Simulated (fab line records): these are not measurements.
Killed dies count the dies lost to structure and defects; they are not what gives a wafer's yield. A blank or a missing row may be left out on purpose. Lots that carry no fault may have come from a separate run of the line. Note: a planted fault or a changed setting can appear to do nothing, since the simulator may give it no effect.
fab line records + flow n5_finfet + part 1 of 2: steps 1 to 3 of 6
record
- lots=24
- wafers=72
- last_day=18
route steps=1938 shown BEOL_M14@1732 BEOL_M15@1786 MIM_TOP_LITHO@1847
lots with no fault: from the same line, run without faults
start_h: the number of hours between the record's first day and the start of the first shown wafer of the lot + wait_h: hours from the lot's prior step to this one + " repeats the value in the row above + L1.1+2: several wafers, shown together as one row + - value missing, or start not given + * or withheld: withheld + < > ~ a bound
route shown NAME@n: NAME is a module with steps in the file, n the number in the route of the first one + usual: mean/standard deviation taken from wafers without a fault + same: alike in all rows + chamber/n: place in a boat + sites: the reading at each site + _std_site: standard deviation across them + _edge_site: the outer-site mean with the inner-site mean subtracted + radius_mm: how far each site lies from the wafer's centre + mask NAME#n: copy n + behind: tool/chamber where the wafer was last shaped + hold: the reason the lot was held/the length of the hold in hours/how it ended + device: names the non-switching transistor (n, p or np) + end of line: tests run on the same wafers once the route is complete + a step with no rows: only its recipe + killed: the dies lost at the first sort to structure and to defects; this is not the yield of the wafer + map: a wafer's dies, marking killed ones x, the rest . and places with no die _
set.NAME: the setting the step ran with; set.NAME@STEP: the setting that earlier step ran with + model.NAME: the simulator's own value behind a step, which no gauge read
steps of the route over a sample of lots; a table a step, a row a wafer
services: from which hour (start_h, from the record's first day; less than 0 if before it) a tool's chamber was out of use, for how many hours, and why
## steps
# step N5_BEOL_M14_STRIP_63
# recipe
- chemistry=O2
- power_w=600
- temp_c=60
- pressure_mtorr=30
- rf_frequency_hz=6e+07
- bias_power_w=0
- overash_fraction=0.3
- o2_flow_sccm=225
# usual
- drypump_motor_current_A=5.4/0.41
- oes_product_au=0.79/0.065
- rf_vpp_V=3.7/0.84
- showerhead_plenum_p_Torr=2.13/0.068
- throttle_valve_pct=16.68/0.23
| lot.wafer | tool        | chamber | start_h | wait_h | drypump_motor_current_A | oes_product_au | rf_hours_counter_h | rf_vpp_V | showerhead_plenum_p_Torr | throttle_valve_pct |
|-----------|-------------|---------|---------|--------|-------------------------|----------------|--------------------|----------|--------------------------|--------------------|
| L074.1    | rie_diel-02 | 0       | -       | -      | 4.9                     | 0.75           | 170                | 4.3      | 2.09                     | 16.63              |
| L074.2    | "           | 1       | "       | "      | 4.9                     | 0.78           | 117                | 3.4      | 2.22                     | 16.75              |
| L074.3    | "           | 3       | "       | "      | 5.2                     | 0.73           | 149                | 4.1      | 2.11                     | 16.84              |
| L075.1    | rie_diel-05 | 1       | -       | -      | 5.6                     | 0.75           | 160                | 4.2      | 2.22                     | 16.56              |
| L075.4    | "           | 3       | "       | "      | 5.1                     | 0.83           | 105                | 3.0      | 2.13                     | 16.85              |
| L075.6    | "           | 3       | "       | "      | 5.1                     | 0.82           | -                  | 3.3      | 2.12                     | 16.82              |
| L077.4    | rie_diel-02 | 3       | -       | -      | 5.2                     | 0.73           | 155                | 3.6      | 2.11                     | 16.86              |
| L077.5    | "           | 0       | "       | "      | 4.9                     | 0.75           | -                  | 4.3      | 2.09                     | 16.63              |
| L077.6    | "           | 1       | "       | "      | 5.0                     | 0.76           | -                  | 5.0      | 2.22                     | 16.77              |
| L076.3    | rie_diel-02 | 2       | -       | -      | 6.4                     | 0.83           | 78                 | 4.7      | 2.19                     | 16.52              |
| L076.4    | "           | 3       | "       | "      | 5.2                     | 0.73           | 155                | 4.7      | 2.11                     | 16.85              |
| L076.5    | "           | 1       | "       | "      | 5.0                     | 0.76           | -                  | 3.9      | 2.22                     | 16.74              |
| L079.1    | rie_diel-05 | 3       | -       | -      | 5.1                     | 0.82           | 111                | 2.7      | 2.12                     | 16.84              |
| L079.2    | "           | 0       | "       | "      | 5.4                     | 0.86           | 84                 | 3.5      | 2.02                     | 16.70              |
| L079.3    | "           | 2       | "       | "      | 5.1                     | 0.94           | 14                 | 3.2      | 2.15                     | 16.32              |
| L078.2    | rie_diel-05 | 0       | -       | -      | 5.4                     | 0.84           | 87                 | 5.0      | 2.02                     | 16.72              |
| L078.4    | "           | 0       | "       | "      | 5.4                     | 0.84           | -                  | 2.4      | 2.02                     | 16.70              |
| L078.5    | "           | 2       | "       | "      | 5.2                     | 0.92           | -                  | 2.8      | 2.15                     | 16.30              |
| L080.2    | rie_diel-02 | 2       | -       | -      | 6.4                     | 0.80           | 86                 | 4.4      | 2.18                     | 16.55              |
| L080.4    | "           | 1       | "       | "      | 5.0                     | 0.77           | 131                | 4.2      | 2.22                     | 16.77              |
| L080.5    | "           | 0       | "       | "      | 4.9                     | 0.76           | -                  | 4.9      | 2.08                     | 16.69              |
| L083.1    | rie_diel-01 | 0       | -       | -      | 6.0                     | 0.93           | 21                 | 3.0      | 2.21                     | 16.39              |
| L083.3    | "           | 3       | "       | "      | 5.7                     | 0.72           | 160                | 3.3      | 2.10                     | 17.04              |
| L083.4    | "           | 2       | "       | "      | 5.2                     | 0.77           | 126                | 3.4      | 2.08                     | 16.25              |
| L081.2    | rie_diel-01 | 2       | -       | -      | 5.2                     | 0.78           | 129                | 2.4      | 2.08                     | 16.27              |
| L081.3    | "           | 3       | "       | "      | 5.7                     | 0.74           | 163                | 2.2      | 2.10                     | 17.06              |
| L081.5    | "           | 3       | "       | "      | 5.7                     | 0.74           | -                  | 2.9      | 2.10                     | 17.07              |
| L082.1    | rie_diel-01 | 3       | -       | -      | 5.7                     | 0.73           | 165                | 3.4      | 2.10                     | 17.09              |
| L082.4    | "           | 3       | "       | "      | 5.7                     | 0.73           | -                  | 4.4      | 2.10                     | 17.07              |
| L082.6    | "           | 2       | "       | "      | 5.2                     | 0.76           | -                  | 2.4      | 2.08                     | 16.27              |
| L084.1    | rie_diel-02 | 1       | -       | -      | 5.0                     | 0.76           | 144                | 3.1      | 2.21                     | 16.76              |
| L084.4    | "           | 3       | "       | "      | 5.2                     | 0.71           | 175                | 3.6      | 2.10                     | 16.90              |
| L084.6    | "           | 3       | "       | "      | 5.2                     | 0.71           | -                  | 3.8      | 2.10                     | 16.90              |
| L085.1    | rie_diel-01 | 3       | -       | -      | 5.7                     | 0.72           | 173                | 4.8      | 2.09                     | 17.07              |
| L085.2    | "           | 2       | "       | "      | 5.2                     | 0.77           | 139                | 3.3      | 2.08                     | 16.30              |
| L085.3    | "           | 0       | "       | "      | 6.1                     | 0.91           | 33                 | 3.1      | 2.20                     | 16.43              |
| L086.3    | rie_diel-05 | 0       | -       | -      | 5.4                     | 0.81           | 105                | 3.8      | 2.01                     | 16.73              |
| L086.4    | "           | 3       | "       | "      | 5.1                     | 0.79           | 131                | 4.4      | 2.12                     | 16.88              |
| L086.6    | "           | 0       | "       | "      | 5.4                     | 0.81           | -                  | 4.0      | 2.01                     | 16.75              |
| L089.2    | rie_diel-02 | 0       | -       | -      | 4.9                     | 0.73           | 203                | 3.1      | 2.08                     | 16.71              |
| L089.4    | "           | 2       | "       | "      | 6.3                     | 0.80           | 103                | 3.5      | 2.18                     | 16.57              |
| L089.5    | "           | 2       | "       | "      | 6.4                     | 0.79           | -                  | 3.4      | 2.18                     | 16.55              |
| L087.2    | rie_diel-05 | 3       | -       | -      | 5.1                     | 0.79           | 133                | 4.2      | 2.12                     | 16.88              |
| L087.3    | "           | 1       | "       | "      | 5.6                     | 0.72           | 190                | 3.8      | 2.21                     | 16.58              |
| L087.4    | "           | 2       | "       | "      | 5.2                     | 0.91           | 39                 | 3.5      | 2.14                     | 16.38              |
| L088.3    | rie_diel-01 | 0       | -       | -      | 6.1                     | 0.91           | 39                 | 3.7      | 2.20                     | 16.42              |
| L088.4    | "           | 2       | "       | "      | 5.2                     | 0.76           | 146                | 5.4      | 2.08                     | 16.30              |
| L088.5    | "           | 1       | "       | "      | 5.7                     | 0.80           | -                  | 4.2      | 2.21                     | 16.91              |
| L090.1    | rie_diel-05 | 2       | -       | -      | 5.2                     | 0.89           | 44                 | 3.8      | 2.14                     | 16.35              |
| L090.2    | "           | 1       | "       | "      | 5.6                     | 0.73           | 196                | 4.0      | 2.21                     | 16.60              |
| L090.3    | "           | 3       | "       | "      | 5.0                     | 0.79           | 139                | 2.0      | 2.11                     | 16.91              |
| L091.1    | rie_diel-05 | 0       | -       | -      | 5.4                     | 0.80           | 117                | 6.2      | 2.01                     | 16.74              |
| L091.5    | "           | 3       | "       | "      | 5.1                     | 0.78           | -                  | 2.3      | 2.11                     | 16.94              |
| L091.6    | "           | 0       | "       | "      | 5.4                     | 0.82           | -                  | 3.6      | 2.01                     | 16.77              |
| L094.2    | rie_diel-01 | 0       | -       | -      | 6.0                     | 0.88           | 49                 | 4.9      | 2.20                     | 16.45              |
| L094.3    | "           | 1       | "       | "      | 5.7                     | 0.80           | 93                 | 3.2      | 2.20                     | 16.93              |
| L094.5    | "           | 3       | "       | "      | 5.7                     | 0.70           | -                  | 4.0      | 2.09                     | 17.10              |
| L093.2    | rie_diel-01 | 1       | -       | -      | 5.7                     | 0.79           | 95                 | 2.5      | 2.20                     | 16.94              |
| L093.4    | "           | 2       | "       | "      | 5.2                     | 0.74           | 158                | 4.9      | 2.07                     | 16.33              |
| L093.6    | "           | 3       | "       | "      | 5.7                     | 0.71           | -                  | 2.8      | 2.09                     | 17.11              |
| L095.1    | rie_diel-05 | 1       | -       | -      | 5.6                     | 0.72           | 203                | 3.8      | 2.21                     | 16.62              |
| L095.4    | "           | 2       | "       | "      | 5.1                     | 0.87           | 53                 | 2.9      | 2.14                     | 16.43              |
| L095.6    | "           | 3       | "       | "      | 5.1                     | 0.78           | -                  | 2.9      | 2.11                     | 16.90              |
| L092.1    | rie_diel-05 | 3       | -       | -      | 5.1                     | 0.78           | 151                | 4.5      | 2.11                     | 16.96              |
| L092.3    | "           | 0       | "       | "      | 5.4                     | 0.79           | 122                | 3.3      | 2.01                     | 16.77              |
| L092.4    | "           | 1       | "       | "      | 5.6                     | 0.71           | 206                | 2.6      | 2.21                     | 16.62              |
| L096.1    | rie_diel-05 | 2       | -       | -      | 5.2                     | 0.86           | 58                 | 3.2      | 2.13                     | 16.44              |
| L096.4    | "           | 1       | "       | "      | 5.6                     | 0.70           | 208                | 2.8      | 2.20                     | 16.64              |
| L096.6    | "           | 0       | "       | "      | 5.4                     | 0.80           | -                  | 3.1      | 2.01                     | 16.76              |
| L097.2    | rie_diel-01 | 1       | -       | -      | 5.7                     | 0.77           | 107                | 4.8      | 2.20                     | 16.98              |
| L097.5    | "           | 0       | "       | "      | 6.0                     | 0.87           | -                  | 2.9      | 2.19                     | 16.45              |
| L097.6    | "           | 1       | "       | "      | 5.8                     | 0.76           | -                  | 2.4      | 2.20                     | 16.96              |
# step N5_BEOL_M14_ETCH_38
# recipe
- chemistry=CF4/N2
- target=SiCN
- target_depth_a=1065
- taper_deg=2
- time_s=120.6
- ion_energy_ev=150
- mask_material=SiO2
- pressure_mtorr=40
- source_w=430
- bias_w=70
- Ar_flow_sccm=100
- cf4_flow_sccm=60
- n2_flow_sccm=60
# usual
- drypump_motor_current_A=5.4/0.46
- oes_product_au=0.78/0.066
- rf_vpp_V=383.2/1.7
- showerhead_plenum_p_Torr=2.25/0.06
- throttle_valve_pct=15.46/0.23
# same
- time_s=120.6
| lot.wafer | tool        | chamber | start_h | wait_h | drypump_motor_current_A | oes_product_au | rf_hours_counter_h | rf_vpp_V | showerhead_plenum_p_Torr | throttle_valve_pct |
|-----------|-------------|---------|---------|--------|-------------------------|----------------|--------------------|----------|--------------------------|--------------------|
| L074.1    | rie_diel-05 | 0       | -       | -      | 5.4                     | 0.88           | 78                 | 381.5    | 2.14                     | 15.48              |
| L074.2    | "           | 1       | "       | "      | 5.6                     | 0.75           | 161                | 383.3    | 2.28                     | 15.10              |
| L074.3    | "           | 2       | "       | "      | 5.1                     | 0.94           | 10                 | 381.6    | 2.25                     | 14.99              |
| L075.1    | rie_diel-02 | 3       | -       | -      | 5.2                     | 0.76           | 151                | 381.9    | 2.22                     | 15.61              |
| L075.4    | "           | 2       | "       | "      | 6.4                     | 0.80           | 74                 | 386.4    | 2.32                     | 15.37              |
| L075.6    | "           | 1       | "       | "      | 4.9                     | 0.74           | -                  | 383.6    | 2.32                     | 15.47              |
| L077.4    | rie_diel-02 | 0       | -       | -      | 4.8                     | 0.75           | 178                | 382.1    | 2.19                     | 15.40              |
| L077.5    | "           | 0       | "       | "      | 4.9                     | 0.74           | -                  | 382.6    | 2.19                     | 15.40              |
| L077.6    | "           | 3       | "       | "      | 5.2                     | 0.76           | -                  | 382.7    | 2.21                     | 15.62              |
| L076.3    | rie_diel-05 | 0       | -       | -      | 5.4                     | 0.86           | 85                 | 381.0    | 2.13                     | 15.49              |
| L076.4    | "           | 1       | "       | "      | 5.6                     | 0.75           | 167                | 384.2    | 2.28                     | 15.12              |
| L076.5    | "           | 0       | "       | "      | 5.4                     | 0.87           | -                  | 380.2    | 2.13                     | 15.48              |
| L079.1    | rie_diel-01 | 3       | -       | -      | 5.7                     | 0.73           | 153                | 383.0    | 2.21                     | 15.85              |
| L079.2    | "           | 2       | "       | "      | 5.2                     | 0.74           | 119                | 384.6    | 2.22                     | 15.11              |
| L079.3    | "           | 1       | "       | "      | 5.7                     | 0.80           | 61                 | 385.6    | 2.33                     | 15.64              |
| L078.2    | rie_diel-05 | 3       | -       | -      | 5.1                     | 0.81           | 114                | 383.2    | 2.22                     | 15.59              |
| L078.4    | "           | 0       | "       | "      | 5.4                     | 0.86           | 89                 | 381.3    | 2.13                     | 15.48              |
| L078.5    | "           | 3       | "       | "      | 5.1                     | 0.81           | -                  | 382.6    | 2.22                     | 15.57              |
| L080.2    | rie_diel-01 | 0       | -       | -      | 6.0                     | 0.93           | 19                 | 385.0    | 2.32                     | 15.18              |
| L080.4    | "           | 3       | "       | "      | 5.7                     | 0.73           | 158                | 382.3    | 2.21                     | 15.84              |
| L080.5    | "           | 1       | "       | "      | 5.7                     | 0.80           | -                  | 385.4    | 2.33                     | 15.68              |
| L083.1    | rie_diel-05 | 1       | -       | -      | 5.6                     | 0.74           | 176                | 382.6    | 2.28                     | 15.14              |
| L083.3    | "           | 2       | "       | "      | 5.2                     | 0.90           | 25                 | 383.8    | 2.24                     | 15.04              |
| L083.4    | "           | 0       | "       | "      | 5.4                     | 0.86           | 94                 | 380.1    | 2.13                     | 15.49              |
| L081.2    | rie_diel-05 | 0       | -       | -      | 5.4                     | 0.86           | 96                 | 379.6    | 2.13                     | 15.50              |
| L081.3    | "           | 1       | "       | "      | 5.6                     | 0.74           | 178                | 384.5    | 2.28                     | 15.13              |
| L081.5    | "           | 2       | "       | "      | 5.1                     | 0.90           | -                  | 383.4    | 2.24                     | 15.04              |
| L082.1    | rie_diel-01 | 3       | -       | -      | 5.7                     | 0.73           | 168                | 381.8    | 2.21                     | 15.86              |
| L082.4    | "           | 0       | "       | "      | 6.0                     | 0.92           | 28                 | 385.0    | 2.32                     | 15.20              |
| L082.6    | "           | 2       | "       | "      | 5.2                     | 0.73           | -                  | 383.3    | 2.21                     | 15.17              |
| L084.1    | rie_diel-05 | 2       | -       | -      | 5.2                     | 0.89           | 34                 | 382.5    | 2.24                     | 15.06              |
| L084.4    | "           | 1       | "       | "      | 5.6                     | 0.73           | 185                | 384.4    | 2.27                     | 15.14              |
| L084.6    | "           | 2       | "       | "      | 5.1                     | 0.89           | -                  | 382.1    | 2.24                     | 15.05              |
| L085.1    | rie_diel-02 | 1       | -       | -      | 5.0                     | 0.72           | 146                | 384.4    | 2.32                     | 15.51              |
| L085.2    | "           | 0       | "       | "      | 4.9                     | 0.72           | 200                | 381.4    | 2.19                     | 15.45              |
| L085.3    | "           | 3       | "       | "      | 5.2                     | 0.75           | 177                | 381.7    | 2.21                     | 15.66              |
| L086.3    | rie_diel-02 | 3       | -       | -      | 5.2                     | 0.74           | 180                | 381.8    | 2.21                     | 15.67              |
| L086.4    | "           | 1       | "       | "      | 5.0                     | 0.72           | 149                | 385.3    | 2.31                     | 15.52              |
| L086.6    | "           | 1       | "       | "      | 5.0                     | 0.72           | -                  | 386.7    | 2.31                     | 15.52              |
| L089.2    | rie_diel-01 | 0       | -       | -      | 6.0                     | 0.91           | 38                 | 384.9    | 2.31                     | 15.22              |
| L089.4    | "           | 2       | "       | "      | 5.2                     | 0.72           | 145                | 381.8    | 2.21                     | 15.20              |
| L089.5    | "           | 1       | "       | "      | 5.7                     | 0.78           | -                  | 387.1    | 2.32                     | 15.68              |
| L087.2    | rie_diel-05 | 3       | -       | -      | 5.1                     | 0.77           | 134                | 381.7    | 2.22                     | 15.61              |
| L087.3    | "           | 0       | "       | "      | 5.4                     | 0.84           | 108                | 381.1    | 2.13                     | 15.53              |
| L087.4    | "           | 2       | "       | "      | 5.1                     | 0.88           | 40                 | 384.6    | 2.24                     | 15.07              |
| L088.3    | rie_diel-02 | 0       | -       | -      | 4.9                     | 0.72           | 207                | 381.7    | 2.18                     | 15.48              |
| L088.4    | "           | 1       | "       | "      | 5.0                     | 0.71           | 153                | 385.5    | 2.31                     | 15.53              |
| L088.5    | "           | 2       | "       | "      | 6.3                     | 0.77           | -                  | 385.3    | 2.31                     | 15.43              |
| L090.1    | rie_diel-01 | 0       | -       | -      | 6.0                     | 0.89           | 45                 | 386.7    | 2.31                     | 15.22              |
| L090.2    | "           | 3       | "       | "      | 5.7                     | 0.71           | 185                | 381.1    | 2.20                     | 15.90              |
| L090.3    | "           | 2       | "       | "      | 5.2                     | 0.71           | 151                | 380.6    | 2.20                     | 15.20              |
| L091.1    | rie_diel-02 | 3       | -       | -      | 5.2                     | 0.74           | 192                | 381.7    | 2.20                     | 15.68              |
| L091.5    | "           | 2       | "       | "      | 6.4                     | 0.77           | -                  | 384.9    | 2.30                     | 15.42              |
| L091.6    | "           | 3       | "       | "      | 5.2                     | 0.75           | -                  | 381.3    | 2.20                     | 15.68              |
| L094.2    | rie_diel-02 | 3       | -       | -      | 5.2                     | 0.73           | 194                | 381.6    | 2.20                     | 15.69              |
| L094.3    | "           | 0       | "       | "      | 4.9                     | 0.71           | 216                | 380.6    | 2.18                     | 15.47              |
| L094.5    | "           | 0       | "       | "      | 4.9                     | 0.71           | -                  | 382.4    | 2.18                     | 15.47              |
| L093.2    | rie_diel-02 | 1       | -       | -      | 5.0                     | 0.71           | 165                | 384.9    | 2.31                     | 15.56              |
| L093.4    | "           | 3       | "       | "      | 5.2                     | 0.73           | 196                | 381.7    | 2.20                     | 15.69              |
| L093.6    | "           | 3       | "       | "      | 5.2                     | 0.74           | -                  | 383.7    | 2.20                     | 15.70              |
| L095.1    | rie_diel-01 | 0       | -       | -      | 6.1                     | 0.87           | 53                 | 386.8    | 2.31                     | 15.27              |
| L095.4    | "           | 1       | "       | "      | 5.7                     | 0.77           | 96                 | 385.1    | 2.32                     | 15.71              |
| L095.6    | "           | 1       | "       | "      | 5.7                     | 0.77           | -                  | 384.8    | 2.32                     | 15.73              |
| L092.1    | rie_diel-02 | 1       | -       | -      | 5.0                     | 0.71           | 168                | 384.7    | 2.31                     | 15.55              |
| L092.3    | "           | 0       | "       | "      | 4.9                     | 0.72           | 222                | 381.7    | 2.18                     | 15.50              |
| L092.4    | "           | 3       | "       | "      | 5.2                     | 0.73           | 199                | 381.8    | 2.20                     | 15.69              |
| L096.1    | rie_diel-01 | 2       | -       | -      | 5.2                     | 0.70           | 167                | 382.8    | 2.20                     | 15.24              |
| L096.4    | "           | 1       | "       | "      | 5.7                     | 0.75           | 105                | 384.4    | 2.31                     | 15.74              |
| L096.6    | "           | 3       | "       | "      | 5.7                     | 0.69           | -                  | 381.4    | 2.20                     | 15.94              |
| L097.2    | rie_diel-02 | 1       | -       | -      | 5.0                     | 0.70           | 177                | 382.0    | 2.30                     | 15.57              |
| L097.5    | "           | 1       | "       | "      | 5.0                     | 0.69           | -                  | 383.7    | 2.30                     | 15.58              |
| L097.6    | "           | 2       | "       | "      | 6.4                     | 0.76           | -                  | 383.5    | 2.30                     | 15.47              |
# step N5_BEOL_M15_DESCUM_15
# recipe
- chemistry=O2
- time_s=7.9
- source_power_w=50
- bias_power_w=20
- pressure_mtorr=20
- rf_frequency_hz=2.712e+07
- temp_c=40
- o2_flow_sccm=225
# usual
- drypump_motor_current_A=5.9/0.32
- oes_product_au=0.82/0.084
- rf_vpp_V=242.8/1.6
- showerhead_plenum_p_Torr=2.08/0.091
- throttle_valve_pct=20.34/0.26
# same
- time_s=7.9
| lot.wafer | tool        | chamber | start_h | wait_h | drypump_motor_current_A | oes_product_au | rf_hours_counter_h | rf_vpp_V | showerhead_plenum_p_Torr | throttle_valve_pct |
|-----------|-------------|---------|---------|--------|-------------------------|----------------|--------------------|----------|--------------------------|--------------------|
| L074.1    | rie_diel-06 | 1       | 245.21  | 0.3    | 6.2                     | 0.87           | 47                 | 242.7    | 2.04                     | 20.52              |
| L074.2    | "           | 3       | "       | "      | 6.0                     | 0.73           | 147                | 241.8    | 2.02                     | 20.60              |
| L074.3    | "           | 2       | "       | "      | 5.9                     | 0.93           | 6                  | 242.3    | 2.11                     | 19.97              |
| L075.1    | rie_diel-06 | 1       | 247.66  | 0.1    | 6.2                     | 0.86           | 48                 | 242.9    | 2.04                     | 20.52              |
| L075.4    | "           | 3       | "       | "      | 5.9                     | 0.74           | -                  | 242.4    | 2.02                     | 20.59              |
| L075.6    | "           | 1       | "       | "      | 6.2                     | 0.87           | -                  | 241.0    | 2.04                     | 20.53              |
| L077.4    | rie_diel-04 | 1       | 262.28  | 0.0    | 6.2                     | 0.72           | -                  | 244.1    | 2.18                     | 20.40              |
| L077.5    | "           | 2       | "       | "      | 6.0                     | 0.93           | -                  | 244.2    | 2.13                     | 20.29              |
| L077.6    | "           | 3       | "       | "      | 5.6                     | 0.77           | -                  | 239.2    | 1.94                     | 20.28              |
| L076.3    | rie_diel-04 | 3       | 265.33  | 0.1    | 5.6                     | 0.77           | 146                | 241.8    | 1.94                     | 20.27              |
| L076.4    | "           | 3       | "       | "      | 5.6                     | 0.78           | -                  | 240.2    | 1.94                     | 20.29              |
| L076.5    | "           | 1       | "       | "      | 6.2                     | 0.73           | -                  | 243.9    | 2.18                     | 20.42              |
| L079.1    | rie_diel-06 | 1       | 265.74  | 0.2    | 6.2                     | 0.87           | 56                 | 241.7    | 2.04                     | 20.55              |
| L079.2    | "           | 2       | "       | "      | 5.9                     | 0.91           | 15                 | 244.9    | 2.11                     | 19.99              |
| L079.3    | "           | 3       | "       | "      | 6.0                     | 0.76           | 155                | 243.5    | 2.02                     | 20.61              |
| L078.2    | rie_diel-06 | 1       | 273.29  | 0.0    | 6.2                     | 0.86           | 58                 | 242.1    | 2.04                     | 20.54              |
| L078.4    | "           | 0       | "       | "      | 5.5                     | 0.96           | 2                  | 243.6    | 2.23                     | 20.11              |
| L078.5    | "           | 2       | "       | "      | 5.9                     | 0.91           | -                  | 242.5    | 2.11                     | 19.98              |
| L080.2    | rie_diel-06 | 3       | 283.61  | 0.1    | 6.0                     | 0.74           | 161                | 242.9    | 2.02                     | 20.61              |
| L080.4    | "           | 0       | "       | "      | 5.5                     | 0.96           | 6                  | 245.1    | 2.23                     | 20.12              |
| L080.5    | "           | 1       | "       | "      | 6.2                     | 0.86           | -                  | 242.4    | 2.04                     | 20.55              |
| L083.1    | rie_diel-06 | 1       | 291.96  | 0.4    | 6.2                     | 0.84           | 63                 | 241.1    | 2.04                     | 20.55              |
| L083.3    | "           | 3       | "       | "      | 6.0                     | 0.74           | 163                | 241.8    | 2.02                     | 20.62              |
| L083.4    | "           | 2       | "       | "      | 5.9                     | 0.88           | 22                 | 243.8    | 2.11                     | 20.00              |
| L081.2    | rie_diel-04 | 1       | 297.55  | 0.0    | 6.2                     | 0.71           | 207                | 242.9    | 2.17                     | 20.43              |
| L081.3    | "           | 0       | "       | "      | 5.4                     | 0.73           | 198                | 240.7    | 1.96                     | 20.04              |
| L081.5    | "           | 2       | "       | "      | 6.0                     | 0.90           | -                  | 243.9    | 2.12                     | 20.30              |
| L082.1    | rie_diel-06 | 3       | 308.70  | 0.0    | 6.0                     | 0.74           | 167                | 242.0    | 2.02                     | 20.63              |
| L082.4    | "           | 1       | "       | "      | 6.2                     | 0.85           | 67                 | 242.4    | 2.04                     | 20.58              |
| L082.6    | "           | 0       | "       | "      | 5.5                     | 0.93           | -                  | 245.4    | 2.23                     | 20.11              |
| L084.1    | rie_diel-03 | 0       | 322.69  | 0.0    | 5.8                     | 0.81           | 79                 | 242.5    | 2.11                     | 20.66              |
| L084.4    | "           | 3       | "       | "      | 5.5                     | 0.89           | 22                 | 244.3    | 2.22                     | 19.88              |
| L084.6    | "           | 2       | "       | "      | 6.6                     | 0.89           | -                  | 241.3    | 2.07                     | 20.13              |
| L085.1    | rie_diel-03 | 2       | 323.88  | 0.0    | 6.5                     | 0.89           | 38                 | 240.6    | 2.07                     | 20.15              |
| L085.2    | "           | 3       | "       | "      | 5.5                     | 0.89           | 23                 | 244.6    | 2.22                     | 19.88              |
| L085.3    | "           | 1       | "       | "      | 5.6                     | 0.70           | 234                | 240.9    | 1.98                     | 20.85              |
| L086.3    | rie_diel-03 | 0       | 332.96  | 0.0    | 5.9                     | 0.80           | 83                 | 242.9    | 2.11                     | 20.65              |
| L086.4    | "           | 3       | "       | "      | 5.5                     | 0.90           | 26                 | 245.7    | 2.22                     | 19.88              |
| L086.6    | "           | 0       | "       | "      | 5.8                     | 0.81           | -                  | 243.5    | 2.11                     | 20.65              |
| L089.2    | rie_diel-03 | 1       | 337.93  | 0.0    | 5.6                     | 0.70           | 239                | 241.4    | 1.98                     | 20.83              |
| L089.4    | "           | 0       | "       | "      | 5.8                     | 0.79           | 85                 | 244.1    | 2.11                     | 20.64              |
| L089.5    | "           | 1       | "       | "      | 5.6                     | 0.70           | -                  | 241.4    | 1.98                     | 20.85              |
| L087.2    | rie_diel-04 | 2       | 339.91  | 0.0    | 6.0                     | 0.88           | 39                 | 244.4    | 2.12                     | 20.30              |
| L087.3    | "           | 0       | "       | "      | 5.4                     | 0.73           | 207                | 241.9    | 1.96                     | 20.07              |
| L087.4    | "           | 1       | "       | "      | 6.2                     | 0.70           | 217                | 243.6    | 2.17                     | 20.43              |
| L088.3    | rie_diel-04 | 1       | 344.52  | 0.0    | 6.2                     | 0.70           | 218                | 244.5    | 2.17                     | 20.43              |
| L088.4    | "           | 1       | "       | "      | 6.2                     | 0.70           | -                  | 244.2    | 2.17                     | 20.43              |
| L088.5    | "           | 2       | "       | "      | 6.0                     | 0.87           | -                  | 244.2    | 2.12                     | 20.32              |
| L090.1    | rie_diel-03 | 1       | 354.49  | 0.1    | 5.6                     | 0.70           | 244                | 240.6    | 1.98                     | 20.86              |
| L090.2    | "           | 2       | "       | "      | 6.5                     | 0.88           | 48                 | 242.1    | 2.06                     | 20.18              |
| L090.3    | "           | 0       | "       | "      | 5.8                     | 0.79           | 90                 | 243.3    | 2.11                     | 20.66              |
| L091.1    | rie_diel-04 | 3       | 368.00  | 0.3    | 5.6                     | 0.74           | 174                | 240.4    | 1.93                     | 20.34              |
| L091.5    | "           | 2       | "       | "      | 6.1                     | 0.87           | -                  | 243.7    | 2.12                     | 20.33              |
| L091.6    | "           | 3       | "       | "      | 5.6                     | 0.74           | -                  | 239.8    | 1.93                     | 20.32              |
| L094.2    | rie_diel-04 | 3       | 373.83  | 0.0    | 5.7                     | 0.74           | 176                | 241.0    | 1.93                     | 20.33              |
| L094.3    | "           | 0       | "       | "      | 5.4                     | 0.71           | 216                | 242.2    | 1.96                     | 20.06              |
| L094.5    | "           | 1       | "       | "      | 6.2                     | 0.69           | -                  | 244.0    | 2.16                     | 20.45              |
| L095.1    | rie_diel-06 | 3       | 380.38  | 0.0    | 6.0                     | 0.73           | 186                | 243.2    | 2.01                     | 20.65              |
| L095.4    | "           | 1       | "       | "      | 6.2                     | 0.82           | 86                 | 241.9    | 2.03                     | 20.58              |
| L095.6    | "           | 2       | "       | "      | 5.9                     | 0.86           | -                  | 243.4    | 2.10                     | 20.02              |
| L092.1    | rie_diel-06 | 0       | 390.84  | 0.0    | 5.4                     | 0.89           | 30                 | 245.6    | 2.22                     | 20.16              |
| L092.3    | "           | 1       | "       | "      | 6.2                     | 0.82           | 89                 | 241.6    | 2.03                     | 20.59              |
| L092.4    | "           | 3       | "       | "      | 6.0                     | 0.72           | 189                | 242.8    | 2.01                     | 20.67              |
| L093.2    | rie_diel-06 | 1       | 394.92  | 0.0    | 6.2                     | 0.82           | 91                 | 242.4    | 2.03                     | 20.58              |
| L093.4    | "           | 2       | "       | "      | 5.9                     | 0.84           | 50                 | 243.3    | 2.10                     | 20.05              |
| L093.6    | "           | 1       | "       | "      | 6.2                     | 0.82           | -                  | 244.0    | 2.03                     | 20.61              |
| L096.1    | rie_diel-03 | 0       | 405.21  | 0.0    | 5.8                     | 0.77           | 106                | 242.6    | 2.10                     | 20.69              |
| L096.4    | "           | 3       | "       | "      | 5.5                     | 0.85           | 49                 | 244.1    | 2.21                     | 19.91              |
| L096.6    | "           | 2       | "       | "      | 6.6                     | 0.84           | -                  | 241.4    | 2.06                     | 20.17              |
| L097.2    | rie_diel-04 | 0       | 416.10  | 0.0    | 5.4                     | 0.71           | 223                | 242.6    | 1.96                     | 20.09              |
| L097.5    | "           | 0       | "       | "      | 5.4                     | 0.71           | -                  | 240.4    | 1.96                     | 20.10              |
| L097.6    | "           | 3       | "       | "      | 5.7                     | 0.72           | -                  | 239.7    | 1.93                     | 20.34              |
